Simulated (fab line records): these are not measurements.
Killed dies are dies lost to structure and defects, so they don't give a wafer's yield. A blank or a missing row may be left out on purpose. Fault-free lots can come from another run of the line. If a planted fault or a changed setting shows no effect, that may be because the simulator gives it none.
Matching of chambers | flow n5-finfet | N5_BEOL_M7_ALD_77 on ald-metal-01 has 4 sister chambers
The step deposits TaN, target thk 2 nm, pulse time 2 s, purge time 3 s. 4 wafers are shown with their chamber, then 11 later ones without.

## WAFERS WITH THEIR CHAMBER
wafer  | chamber | heater-power-w (W)
L094.2 | 1       | 423
L094.3 | 3       | 432
L094.5 | 2       | 440
L091.2 | 0       | 428

## WAFERS WHOSE CHAMBER IS MISSING
wafer  | heater-power-w (W)
L091.4 | 440
L091.6 | 423
L095.1 | 429
L095.4 | 429
L095.5 | 446
L097.1 | 415
L097.4 | 430
L097.6 | 440
L096.1 | 421
L096.4 | 454
L096.6 | 426

## THE CHAMBER EACH PASSED THROUGH
wafer  | from the rows above               | in truth
L091.4 | can't be placed: 2 or 3           | 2
L091.6 | can't be placed: 1 or 0 or 3      | 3
L095.1 | can't be placed: 0 or 3 or 1 or 2 | 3
L095.4 | can't be placed: 0 or 3 or 1 or 2 | 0
L095.5 | can't be placed: 2 or 3           | 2
L097.1 | can't be placed: 1 or 0 or 3      | 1
L097.4 | can't be placed: 0 or 3 or 1 or 2 | 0
L097.6 | can't be placed: 2 or 3           | 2
L096.1 | can't be placed: 1 or 0 or 3      | 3
L096.4 | can't be placed: 2 or 3           | 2
L096.6 | can't be placed: 0 or 1 or 3      | 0
Correct placement for 0 of the 11. Cannot be placed on the basis of these rows: 11; the candidates contain the true chamber in 11. Number placed wrongly: 0.
How it was worked out, from the rows above alone: a wafer's distance from a chamber is the root of the sum, over the readings, of the square of ((its reading less the chamber's mean) divided by the reading's scatter). The wafer belongs to the nearest chamber; if the next one is less than 2 further off, it can't be placed. The mean given for a chamber averages the wafers shown for that chamber. The scatter (one wafer shown for each chamber): square how far every hidden wafer sits from the nearest shown wafer, average those squares and take the square root.
